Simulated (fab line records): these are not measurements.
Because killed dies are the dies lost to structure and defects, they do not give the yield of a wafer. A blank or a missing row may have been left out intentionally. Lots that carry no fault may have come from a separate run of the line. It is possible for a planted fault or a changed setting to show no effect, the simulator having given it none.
Lot-split experiment / flow n5-finfet / 21 wafers read across 7 lots, on a route 1938 steps long

== THE SPLIT ITSELF ==
At N5_BEOL_M9_ETCH_66 (etches SOC in N2/H2, target depth 80 nm, overetch 16 nm, time 120 s), the setting time-s was moved away from the recipe's 120 s on 7 of the 21 wafers read, by -9.4% to +21.7%. The other wafers ran this setting at the recipe's value.

The reading is taken at the split's own step.

== THE READING ==
SiARC_of_BEOL_M9_COAT_64.thk-nm (the simulator's own value, which no gauge read), in nm, at N5_BEOL_M9_ETCH_66 (etches SOC in N2/H2, target depth 80 nm, overetch 16 nm, time 120 s). There is no usual value for it anywhere in the file. Across the 14 wafers here that went through the recipe, the average is 6.4 nm and the standard deviation 0.14 nm.

wafer=L076.3; tool, chamber at the split=rie-diel-01, 1; time-s as run, s=120; against the recipe=recipe; SiARC_of_BEOL_M9_COAT_64.thk-nm, nm=6.6; against lot-mates on the recipe=-
wafer=L076.5; tool, chamber at the split=rie-diel-01, 1; time-s as run, s=120; against the recipe=recipe; SiARC_of_BEOL_M9_COAT_64.thk-nm, nm=6.6; against lot-mates on the recipe=-
wafer=L076.6; tool, chamber at the split=rie-diel-01, 3; time-s as run, s=120; against the recipe=recipe; SiARC_of_BEOL_M9_COAT_64.thk-nm, nm=6.4; against lot-mates on the recipe=-
wafer=L077.1; tool, chamber at the split=rie-diel-01, 3; time-s as run, s=120; against the recipe=recipe; SiARC_of_BEOL_M9_COAT_64.thk-nm, nm=6.4; against lot-mates on the recipe=-
wafer=L077.3; tool, chamber at the split=rie-diel-01, 0,2; time-s as run, s=131.8; against the recipe=+9.8%; SiARC_of_BEOL_M9_COAT_64.thk-nm, nm=5.8; against lot-mates on the recipe=-0.6
wafer=L077.4; tool, chamber at the split=rie-diel-01, 0,2; time-s as run, s=131.8; against the recipe=+9.8%; SiARC_of_BEOL_M9_COAT_64.thk-nm, nm=5.8; against lot-mates on the recipe=-0.6
wafer=L079.2; tool, chamber at the split=rie-diel-05, 0; time-s as run, s=120; against the recipe=recipe; SiARC_of_BEOL_M9_COAT_64.thk-nm, nm=6.2; against lot-mates on the recipe=-
wafer=L079.6; tool, chamber at the split=rie-diel-05, 0; time-s as run, s=120; against the recipe=recipe; SiARC_of_BEOL_M9_COAT_64.thk-nm, nm=6.2; against lot-mates on the recipe=-
wafer=L079.4; tool, chamber at the split=rie-diel-05, 2; time-s as run, s=108.7; against the recipe=-9.4%; SiARC_of_BEOL_M9_COAT_64.thk-nm, nm=6.8; against lot-mates on the recipe=+0.6
wafer=L080.3; tool, chamber at the split=rie-diel-02, 0,3; time-s as run, s=144; against the recipe=+20.0%; SiARC_of_BEOL_M9_COAT_64.thk-nm, nm=5.4; against lot-mates on the recipe=-1.0
wafer=L080.6; tool, chamber at the split=rie-diel-02, 0,3; time-s as run, s=144; against the recipe=+20.0%; SiARC_of_BEOL_M9_COAT_64.thk-nm, nm=5.4; against lot-mates on the recipe=-1.0
wafer=L080.4; tool, chamber at the split=rie-diel-02, 1; time-s as run, s=120; against the recipe=recipe; SiARC_of_BEOL_M9_COAT_64.thk-nm, nm=6.4; against lot-mates on the recipe=-
wafer=L083.3; tool, chamber at the split=rie-diel-02, 2; time-s as run, s=120; against the recipe=recipe; SiARC_of_BEOL_M9_COAT_64.thk-nm, nm=6.2; against lot-mates on the recipe=-
wafer=L083.4; tool, chamber at the split=rie-diel-02, 3,1; time-s as run, s=120; against the recipe=recipe; SiARC_of_BEOL_M9_COAT_64.thk-nm, nm=6.4; against lot-mates on the recipe=-
wafer=L083.5; tool, chamber at the split=rie-diel-02, 3,1; time-s as run, s=120; against the recipe=recipe; SiARC_of_BEOL_M9_COAT_64.thk-nm, nm=6.4; against lot-mates on the recipe=-
wafer=L092.1; tool, chamber at the split=rie-diel-01, 0; time-s as run, s=146; against the recipe=+21.7%; SiARC_of_BEOL_M9_COAT_64.thk-nm, nm=5.2; against lot-mates on the recipe=-1.4
wafer=L092.4; tool, chamber at the split=rie-diel-01, 3; time-s as run, s=120; against the recipe=recipe; SiARC_of_BEOL_M9_COAT_64.thk-nm, nm=6.6; against lot-mates on the recipe=-
wafer=L092.5; tool, chamber at the split=rie-diel-01, 1; time-s as run, s=146; against the recipe=+21.7%; SiARC_of_BEOL_M9_COAT_64.thk-nm, nm=5.4; against lot-mates on the recipe=-1.2
wafer=L097.4; tool, chamber at the split=rie-diel-02, 0,3; time-s as run, s=120; against the recipe=recipe; SiARC_of_BEOL_M9_COAT_64.thk-nm, nm=6.4; against lot-mates on the recipe=-
wafer=L097.6; tool, chamber at the split=rie-diel-02, 0,3; time-s as run, s=120; against the recipe=recipe; SiARC_of_BEOL_M9_COAT_64.thk-nm, nm=6.4; against lot-mates on the recipe=-
wafer=L097.5; tool, chamber at the split=rie-diel-02, 1; time-s as run, s=120; against the recipe=recipe; SiARC_of_BEOL_M9_COAT_64.thk-nm, nm=6.2; against lot-mates on the recipe=-
Where a row lists several chambers, the file gives one row for several wafers and doesn't say which wafer went through which chamber.

THE FIT
A straight line over all 21 wafers: SiARC_of_BEOL_M9_COAT_64.thk-nm changes by -0.0499 nm for each +1% of time-s; r = -0.96; the points scatter about the line by 0.13 nm.
The same after taking each lot's own level away (the mean of its wafers on the recipe; 21 wafers): -0.0565 nm for each +1%; r = -0.99; scatter 0.09 nm.
According to that fit, moving time-s by its largest amount changes the reading by 1.2 nm.
The span of the lots' own levels, 6.20 to 6.60 nm, comes to 2.8 times the standard deviation stated above.
So the lot-to-lot level changes the slope: the two fits differ.
Check: for one of the wafers moved furthest among these (+21.7%), held out of the fit, the line's prediction against its lot-mates is -1.17 nm. Against them it came out at -1.4 nm.

== OTHER SPLITS ON THESE WAFERS ==
These wafers also went through other splits before the reading. Each is held against what the fit with the lots' levels taken away leaves over:
other split on the same wafers=N5_BEOL_M7_TRENCH_ETCH_37 time-s; wafers away from the commonest value=6; r with SiARC_of_BEOL_M9_COAT_64.thk-nm (lot level and that fit taken away)=-0.71
other split on the same wafers=N5_BEOL_M9_PECVD_70 time-s; wafers away from the commonest value=4; r with SiARC_of_BEOL_M9_COAT_64.thk-nm (lot level and that fit taken away)=+0.09

== THE FILE'S OWN FIT ==
SiARC_of_BEOL_M9_COAT_64.thk-nm changes by -0.0566 nm for each +1% of time-s, r = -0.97.
